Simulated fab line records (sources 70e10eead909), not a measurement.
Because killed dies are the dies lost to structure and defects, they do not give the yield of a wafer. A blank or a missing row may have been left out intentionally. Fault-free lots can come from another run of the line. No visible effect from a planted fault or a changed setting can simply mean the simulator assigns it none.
fab line records -- flow nand-harc
record: lots: 14, wafers: 42, last-day: 34
route steps=1302 shown A_CONTACT@1001
lots that met no fault: taken from a fault-free run of the same line
start-h: the number of hours between the record's first day and the start of the first shown wafer of the lot -- wait-h: hours from the lot's prior step to this one -- " as in the row above -- L1.1+2: one row covering several wafers at once -- - no value present, or no start provided -- * or withheld: withheld -- < > ~ a bound
route shown NAME@n: NAME is a module with steps in the file, n the number in the route of the first one -- usual: mean/standard deviation taken from wafers without a fault -- same: alike in all rows -- chamber/n: place in a boat -- sites: per-site readings -- _std_site: the values' standard deviation -- _edge_site: the outer-site mean with the inner-site mean subtracted -- radius-mm: how far each site lies from the wafer's centre -- mask NAME#n: copy n -- behind: the last tool/chamber to shape the wafer -- hold: the reason the lot was held/the length of the hold in hours/how it ended -- device: transistor that didn't switch, given as n, p or np -- end of line: the same wafers' tests at the end of the route -- a step without rows: its recipe alone -- killed: dies that structure and defects cost at the first sort, which is not the same as the wafer's yield -- map: a wafer's dies, x killed, . not, _ none there
set.NAME: setting as actually run; set.NAME@STEP: the setting as run at that earlier step -- model.NAME: the simulator's own value behind a step, which no gauge read
route steps across a sampled set of lots; one table per step, one row per wafer
services: the hour from which a tool's chamber was out of use, counted from the record's first day as start-h (under 0 if before that day), plus the number of hours and why
== steps ==
step: NHARC_A_CONTACT_ETCH_48
recipe: target-depth-a: 390, over-etch-frac: 0.3, time-s: 65, ion-energy-ev: 80, cf4-flow-sccm: 150, ar-flow-sccm: 0, rf-w: 300, bias-w: 100, chemistry: CF4
usual: drypump-motor-current-A: 5.8/0.37, oes-product-au: 0.997/0.011, rf-vpp-V: 151.0/0.92, run-length-s: 86.2/0.31, showerhead-plenum-p-Torr: 1.74/0.051, throttle-valve-pct: 13.284/0.009
lot.wafer,tool,chamber,start-h,wait-h,drypump-motor-current-A,oes-product-au,rf-hours-counter-h,rf-vpp-V,run-length-s,showerhead-plenum-p-Torr,throttle-valve-pct
L543.4,rie-diel-02,2,507.48,0.1,4.9,0.994,31,150.5,86.0,1.75,13.291
L543.2,rie-diel-02,3,507.48,0.1,5.2,0.999,30,151.1,85.7,1.72,13.296
L543.1,rie-diel-02,1,507.48,0.1,6.2,0.983,33,151.6,86.0,1.88,13.290
L546.3,rie-diel-03,2,517.77,0.1,5.5,1.005,17,151.2,86.1,1.75,13.274
L546.1,rie-diel-03,3,517.77,0.1,5.1,0.999,15,150.7,86.4,1.73,13.297
L546.2,rie-diel-03,1,517.77,0.1,5.8,0.993,20,153.4,86.3,1.90,13.284
L548.2,rie-diel-08,0,543.01,0.1,5.9,1.029,30,150.7,86.3,1.72,13.268
L548.5,rie-diel-08,0,543.01,0.1,5.9,1.028,-,150.7,86.3,1.72,13.282
L548.6,rie-diel-08,3,543.01,0.1,6.2,1.012,-,150.3,85.9,1.71,13.296
L550.3,rie-diel-02,0,583.41,0.1,5.2,0.997,0,152.1,85.5,1.77,13.297
L550.1,rie-diel-02,1,583.41,0.1,6.2,0.978,0,151.8,86.0,1.88,13.278
L550.5,rie-diel-02,0,583.41,0.1,5.2,0.993,-,151.9,86.0,1.77,13.270
L552.2,rie-diel-08,0,591.98,0.1,5.9,1.012,8,150.2,86.6,1.72,13.297
L552.4,rie-diel-08,1,591.98,0.1,5.9,1.014,2,151.7,86.1,1.72,13.283
L552.3,rie-diel-08,2,591.98,0.1,6.0,0.998,7,149.2,86.2,1.73,13.279
L555.1,rie-diel-08,3,603.20,0.1,6.1,0.998,11,149.9,86.0,1.70,13.285
L555.2,rie-diel-08,0,603.20,0.1,5.8,0.982,12,149.4,86.2,1.72,13.293
L555.5,rie-diel-08,0,603.20,0.1,5.9,0.999,-,148.5,86.2,1.72,13.278
L554.1,rie-diel-02,3,611.03,0.1,5.2,1.004,18,149.5,86.0,1.71,13.287
L554.4,rie-diel-02,0,611.03,0.1,5.2,0.991,18,151.8,85.9,1.76,13.288
L554.2,rie-diel-02,2,611.03,0.1,4.9,0.990,16,150.5,85.9,1.74,13.280
L556.4,rie-diel-08,1,611.27,0.1,5.9,1.001,9,150.5,86.2,1.72,13.289
L556.1,rie-diel-08,2,611.27,0.1,6.0,0.998,13,151.5,86.1,1.73,13.271
L556.6,rie-diel-08,2,611.27,0.1,6.0,0.986,-,151.6,86.9,1.73,13.275
L561.1,rie-diel-08,3,682.78,0.1,6.2,1.018,26,149.7,85.9,1.70,13.292
L561.4,rie-diel-08,1,682.78,0.1,5.8,1.001,21,150.4,86.2,1.71,13.290
L561.5,rie-diel-08,0,682.78,0.1,5.9,1.006,-,150.5,86.3,1.71,13.271
L563.2,rie-diel-02,3,697.11,0.1,5.2,1.003,46,150.1,85.7,1.70,13.265
L563.3,rie-diel-02,0,697.11,0.1,5.2,1.001,45,149.8,85.9,1.76,13.286
L563.5,rie-diel-02,3,697.11,0.1,5.2,0.998,-,150.3,85.9,1.70,13.288
L562.4,rie-diel-03,1,704.68,0.3,5.8,0.986,19,151.5,86.2,1.89,13.280
L562.3,rie-diel-03,2,704.68,0.3,5.5,0.977,19,151.0,85.6,1.74,13.277
L562.2,rie-diel-03,3,704.68,0.3,5.1,1.001,17,151.1,86.5,1.72,13.286
L565.4,rie-diel-08,1,709.83,0.1,5.9,0.994,25,151.4,86.4,1.71,13.267
L565.2,rie-diel-08,3,709.83,0.1,6.1,1.007,29,151.1,86.2,1.70,13.285
L565.5,rie-diel-08,2,709.83,0.1,6.0,0.998,-,151.0,86.8,1.73,13.267
L564.3,rie-diel-03,0,711.14,0.1,6.1,0.993,20,152.0,86.1,1.75,13.286
L564.1,rie-diel-03,1,711.14,0.1,5.8,1.004,22,152.5,86.3,1.89,13.277
L564.6,rie-diel-03,2,711.14,0.1,5.5,0.988,-,152.3,86.0,1.74,13.274
L566.4,rie-diel-08,1,734.33,0.1,5.8,0.998,1,150.2,86.6,1.71,13.275
L566.3,rie-diel-08,2,734.33,0.1,6.0,0.995,1,151.4,86.7,1.73,13.289
L566.1,rie-diel-08,3,734.33,0.1,6.2,1.003,1,151.1,86.4,1.70,13.280
step: NHARC_A_CONTACT_ETCH_117
recipe: source-w: withheld, pressure-mtorr: 20, bias-v: 3000, time-s: 190, target-depth-a: 18500, ar-flow-sccm: withheld, c4f8-flow-sccm: withheld, o2-flow-sccm: withheld, chemistry: C4F8/O2/Ar
usual: run-length-s: 190/0
lot.wafer,tool,chamber,start-h,wait-h,rf-hours-counter-h,run-length-s
L543.1,har-cap-etch-02,0,510.38,0.1,85,190
L543.2,har-cap-etch-02,1,510.38,0.1,85,190
L543.4,har-cap-etch-02,0,510.38,0.1,-,190
L546.2,har-cap-etch-02,1,520.64,0.1,88,190
L546.1,har-cap-etch-02,0,520.64,0.1,88,190
L546.3,har-cap-etch-02,0,520.64,0.1,-,190
L548.2,har-cap-etch-03,1,546.16,0.1,50,190
L548.6,har-cap-etch-03,1,546.16,0.1,-,190
L548.5,har-cap-etch-03,0,546.16,0.1,-,190
L550.1,har-cap-etch-02,0,589.30,0.1,97,190
L550.3,har-cap-etch-02,1,589.30,0.1,-,190
L550.5,har-cap-etch-02,0,589.30,0.1,-,190
L552.2,har-cap-etch-02,0,594.90,0.1,99,190
L552.3,har-cap-etch-02,1,594.90,0.1,-,190
L552.4,har-cap-etch-02,0,594.90,0.1,-,190
L555.2,har-cap-etch-01,1,606.04,0.1,17,190
L555.1,har-cap-etch-01,0,606.04,0.1,17,190
L555.5,har-cap-etch-01,1,606.04,0.1,-,190
L554.2,har-cap-etch-03,0,614.02,0.1,61,190
L554.1,har-cap-etch-03,1,614.02,0.1,61,190
L554.4,har-cap-etch-03,0,614.02,0.1,-,190
L556.1,har-cap-etch-02,0,614.92,0.1,104,190
L556.4,har-cap-etch-02,0,614.92,0.1,-,190
L556.6,har-cap-etch-02,1,614.92,0.1,-,190
L561.1,har-cap-etch-03,0,685.67,0.1,73,190
L561.4,har-cap-etch-03,0,685.67,0.1,-,190
L561.5,har-cap-etch-03,1,685.67,0.1,-,190
L563.2,har-cap-etch-03,1,699.94,0.1,76,190
L563.3,har-cap-etch-03,1,699.94,0.1,-,190
L563.5,har-cap-etch-03,1,699.94,0.1,-,190
L562.2,har-cap-etch-01,0,707.75,0.1,35,190
L562.4,har-cap-etch-01,0,707.75,0.1,-,190
L562.3,har-cap-etch-01,1,707.75,0.1,-,190
L565.2,har-cap-etch-02,1,712.62,0.1,120,190
L565.4,har-cap-etch-02,1,712.62,0.1,-,190
L565.5,har-cap-etch-02,0,712.62,0.1,-,190
L564.1,har-cap-etch-01,0,714.48,0.1,38,190
L564.3,har-cap-etch-01,0,714.48,0.1,-,190
L564.6,har-cap-etch-01,1,714.48,0.1,-,190
L566.1,har-cap-etch-02,0,737.15,0.1,125,190
L566.3,har-cap-etch-02,1,737.15,0.1,-,190
L566.4,har-cap-etch-02,0,737.15,0.1,-,190
step: NHARC_A_CONTACT_ETCH_123
recipe: source-w: withheld, pressure-mtorr: 20, bias-v: 400, time-s: 490, target-depth-a: 21100, ar-flow-sccm: withheld, c4f8-flow-sccm: 11.5, o2-flow-sccm: 7.2, chemistry: C4F8/O2/Ar
usual: run-length-s: 521.4/0.46
lot.wafer,tool,chamber,start-h,wait-h,rf-hours-counter-h,run-length-s
L543.1,har-cap-etch-02,0,511.40,0.1,86,521.1
L543.2,har-cap-etch-02,1,511.40,0.1,86,520.7
L543.4,har-cap-etch-02,0,511.40,0.1,-,521.2
L546.2,har-cap-etch-02,1,521.67,0.1,89,521.2
L546.1,har-cap-etch-02,0,521.67,0.1,89,521.3
L546.3,har-cap-etch-02,0,521.67,0.1,-,520.9
L548.2,har-cap-etch-03,1,547.19,0.1,51,521.3
L548.6,har-cap-etch-03,1,547.19,0.1,-,521.1
L548.5,har-cap-etch-03,0,547.19,0.1,-,521.3
L550.1,har-cap-etch-02,0,590.32,0.1,97,520.9
L550.3,har-cap-etch-02,1,590.32,0.1,-,520.7
L550.5,har-cap-etch-02,0,590.32,0.1,-,521.2
L552.2,har-cap-etch-02,0,595.98,0.2,100,521.7
L552.3,har-cap-etch-02,1,595.98,0.2,-,521.1
L552.4,har-cap-etch-02,0,595.98,0.2,-,521.0
L555.2,har-cap-etch-01,1,607.06,0.1,18,521.8
L555.1,har-cap-etch-01,0,607.06,0.1,18,521.8
L555.5,har-cap-etch-01,1,607.06,0.1,-,522.3
L554.2,har-cap-etch-03,0,615.03,0.1,62,521.1
L554.1,har-cap-etch-03,1,615.03,0.1,62,521.0
L554.4,har-cap-etch-03,0,615.03,0.1,-,521.4
L556.1,har-cap-etch-02,0,615.95,0.1,105,521.0
L556.4,har-cap-etch-02,0,615.95,0.1,-,521.0
L556.6,har-cap-etch-02,1,615.95,0.1,-,521.2
L561.1,har-cap-etch-03,0,686.70,0.1,74,521.1
L561.4,har-cap-etch-03,0,686.70,0.1,-,521.5
L561.5,har-cap-etch-03,1,686.70,0.1,-,521.6
L563.2,har-cap-etch-03,1,701.02,0.2,77,521.0
L563.3,har-cap-etch-03,1,701.02,0.2,-,521.5
L563.5,har-cap-etch-03,1,701.02,0.2,-,521.0
L562.2,har-cap-etch-01,0,708.77,0.1,36,521.8
L562.4,har-cap-etch-01,0,708.77,0.1,-,522.1
L562.3,har-cap-etch-01,1,708.77,0.1,-,522.1
L565.2,har-cap-etch-02,1,713.64,0.1,121,520.7
L565.4,har-cap-etch-02,1,713.64,0.1,-,520.8
L565.5,har-cap-etch-02,0,713.64,0.1,-,521.0
L564.1,har-cap-etch-01,0,715.56,0.2,39,522.2
L564.3,har-cap-etch-01,0,715.56,0.2,-,522.0
L564.6,har-cap-etch-01,1,715.56,0.2,-,522.6
L566.1,har-cap-etch-02,0,738.23,0.2,126,520.9
L566.3,har-cap-etch-02,1,738.23,0.2,-,521.2
L566.4,har-cap-etch-02,0,738.23,0.2,-,521.2
step: NHARC_A_CONTACT_ETCH_90
recipe: target-depth-a: 400, over-etch-frac: 0.5, time-s: 85.7, ion-energy-ev: 120, ch3f-flow-sccm: 50, o2-flow-sccm: 30, ar-flow-sccm: 200, rf-w: 500, bias-w: 100, chemistry: CH3F/O2
usual: drypump-motor-current-A: 5.8/0.38, o2-flow-sccm: 30.00/0.087, oes-product-au: 0.95/0.036, rf-vpp-V: 243.9/1.3, run-length-s: 107.0/0.34, showerhead-plenum-p-Torr: 2.42/0.076, throttle-valve-pct: 20.663/0.0098
lot.wafer,tool,chamber,start-h,wait-h,drypump-motor-current-A,o2-flow-sccm,oes-product-au,rf-hours-counter-h,rf-vpp-V,run-length-s,showerhead-plenum-p-Torr,throttle-valve-pct
L543.4,rie-diel-03,0,512.39,0.7,6.0,30.05,0.98,17,244.6,107.5,2.45,20.678
L543.2,rie-diel-03,1,512.39,0.7,5.7,30.06,1.00,19,246.6,106.9,2.65,20.671
L543.1,rie-diel-03,2,512.39,0.7,5.5,29.96,1.01,17,244.2,106.4,2.44,20.660
L546.2,rie-diel-03,1,522.68,0.9,5.8,29.90,0.92,23,247.8,106.9,2.65,20.672
L546.3,rie-diel-03,2,522.68,0.9,5.5,30.01,0.94,20,245.3,106.6,2.44,20.663
L546.1,rie-diel-03,3,522.68,0.9,5.1,30.08,0.93,18,245.4,107.2,2.40,20.645
L548.2,rie-diel-02,1,548.17,0.9,6.2,29.85,0.91,47,246.3,107.0,2.62,20.680
L548.6,rie-diel-02,1,548.17,0.9,6.2,29.85,0.91,-,246.2,106.7,2.62,20.665
L548.5,rie-diel-02,2,548.17,0.9,4.9,29.94,0.92,-,245.0,106.7,2.43,20.671
L550.3,rie-diel-08,3,591.30,0.6,6.2,29.94,1.01,8,243.0,106.8,2.37,20.657
L550.1,rie-diel-08,2,591.30,0.6,6.0,30.04,1.00,7,243.6,107.7,2.41,20.654
L550.5,rie-diel-08,2,591.30,0.6,6.0,30.08,1.00,-,245.0,107.1,2.41,20.667
L552.3,rie-diel-08,1,596.88,0.7,5.9,30.09,0.92,4,243.2,107.0,2.39,20.656
L552.2,rie-diel-08,2,596.88,0.7,6.0,29.98,0.92,8,244.5,107.3,2.41,20.654
L552.4,rie-diel-08,3,596.88,0.7,6.2,30.10,0.93,9,242.2,106.6,2.37,20.661
L555.2,rie-diel-08,0,608.22,1.1,5.9,30.03,0.92,13,243.1,107.0,2.38,20.664
L555.1,rie-diel-08,2,608.22,1.1,6.0,30.08,0.92,12,243.5,106.8,2.41,20.662
L555.5,rie-diel-08,1,608.22,1.1,5.8,30.01,0.92,-,244.7,107.3,2.38,20.672
L554.4,rie-diel-08,2,616.01,0.7,6.0,29.91,1.00,16,244.8,107.1,2.40,20.654
L554.2,rie-diel-08,3,616.01,0.7,6.1,29.75,1.01,16,241.7,79.6,2.36,20.654
L554.1,rie-diel-08,0,616.01,0.7,5.9,30.20,1.01,16,243.9,107.4,2.38,20.676
L556.4,rie-diel-08,2,617.00,0.8,6.0,29.95,0.92,16,243.2,107.6,2.40,20.660
L556.1,rie-diel-08,0,617.00,0.8,5.9,30.13,0.93,16,243.3,107.1,2.38,20.641
L556.6,rie-diel-08,3,617.00,0.8,6.2,29.93,0.93,-,243.9,79.8,2.36,20.667
L561.1,rie-diel-03,2,687.68,0.9,5.5,30.15,0.98,15,243.0,106.7,2.42,20.673
L561.4,rie-diel-03,0,687.68,0.9,6.0,29.85,1.00,12,244.9,107.2,2.44,20.670
L561.5,rie-diel-03,2,687.68,0.9,5.5,30.07,0.98,-,243.4,106.5,2.42,20.662
L563.3,rie-diel-08,3,701.92,0.6,6.2,30.03,0.93,28,243.8,106.8,2.36,20.666
L563.2,rie-diel-08,0,701.92,0.6,5.9,30.11,0.92,28,242.3,107.3,2.38,20.671
L563.5,rie-diel-08,3,701.92,0.6,6.2,30.05,0.92,-,244.6,106.6,2.36,20.671
L562.3,rie-diel-02,1,709.77,0.7,6.2,30.01,0.91,50,246.9,106.9,2.59,20.661
L562.4,rie-diel-02,2,709.77,0.7,5.0,30.26,0.92,53,243.4,106.7,2.41,20.678
L562.2,rie-diel-02,3,709.77,0.7,5.2,29.94,0.92,53,244.1,106.7,2.36,20.664
L565.4,rie-diel-08,3,714.65,0.7,6.2,29.87,0.92,30,241.7,106.7,2.36,20.685
L565.2,rie-diel-08,0,714.65,0.7,5.9,30.03,0.92,30,243.9,107.3,2.38,20.666
L565.5,rie-diel-08,2,714.65,0.7,6.0,30.12,0.92,-,244.2,107.0,2.40,20.668
L564.1,rie-diel-02,3,716.45,0.8,5.2,29.98,0.93,55,242.5,106.6,2.35,20.676
L564.3,rie-diel-02,1,716.45,0.8,6.2,30.05,0.91,51,245.8,106.8,2.59,20.658
L564.6,rie-diel-02,3,716.45,0.8,5.2,29.98,0.94,-,243.4,106.3,2.35,20.660
L566.1,rie-diel-08,1,739.12,0.8,5.9,29.91,0.92,2,243.0,107.4,2.38,20.658
L566.4,rie-diel-08,2,739.12,0.8,6.0,30.11,0.93,2,244.3,107.4,2.40,20.662
L566.3,rie-diel-08,0,739.12,0.8,5.9,29.81,0.93,1,241.5,107.0,2.38,20.669
== services ==
tool,chamber,start-h,hours,kind
rie-diel-03,0,489.02,4.1,repair
har-cap-etch-01,-,497.00,17.0,pm
rie-diel-08,0,499.33,-,clean
rie-diel-08,1,499.33,-,clean
rie-diel-08,2,499.33,-,clean
rie-diel-08,3,499.33,-,clean
rie-diel-02,-,504.80,1.1,repair
rie-diel-08,1,515.47,58.7,repair
rie-diel-08,0,524.03,-,clean
rie-diel-08,2,524.03,-,clean
rie-diel-08,3,524.03,-,clean
rie-diel-08,-,544.80,9.0,pm
rie-diel-03,3,547.96,7.7,repair
rie-diel-02,-,571.39,9.0,pm
rie-diel-08,0,590.40,1.3,repair
rie-diel-03,1,604.28,7.1,repair
rie-diel-03,-,636.16,9.0,pm
rie-diel-02,0,653.45,3.2,repair
rie-diel-02,1,667.45,4.3,repair
rie-diel-03,3,705.00,14.9,repair
rie-diel-03,0,714.15,7.5,repair
rie-diel-02,3,718.45,9.2,repair
rie-diel-08,-,721.80,9.0,pm
rie-diel-02,-,732.72,0.4,repair
== key ==
first-sign: step: NHARC_A_CONTACT_ETCH_90, reading: run-length-s, direction: down, sigmas: 81, usual: *, struck: *
effect none on later readings
met-at NHARC_A_CONTACT_ETCH_90
struck-lots L554,L556
struck-wafers L554.2,L556.6
sort-left-out L554.2,L556.6
tester-left-out L554,L556
not-acting-at NHARC_A_CONTACT_ETCH_48,NHARC_A_CONTACT_ETCH_117,NHARC_A_CONTACT_ETCH_123
onset-between 608.22 616.01
fault: kind: process-parameter-drift, tool: rie-diel-08, chamber: -, onset-h: 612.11, steps: NHARC_A_CONTACT_ETCH_90, channel: time-s, offset: *, shape: step, end-h: 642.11, scope: struck-wafers-only, acts-in: *, stated: *
tester-left-out: of these lots the tester's yield and bins aren't shown, on N5 and GAA mostly nor the transistor test; their killed dies are dies lost to structure and defects alone, not to doping, threshold or leakage, so they don't give the yield
sort-left-out: the simulated sort isn't trusted on such a fault, so these wafers' sort isn't shown, and their yield isn't known
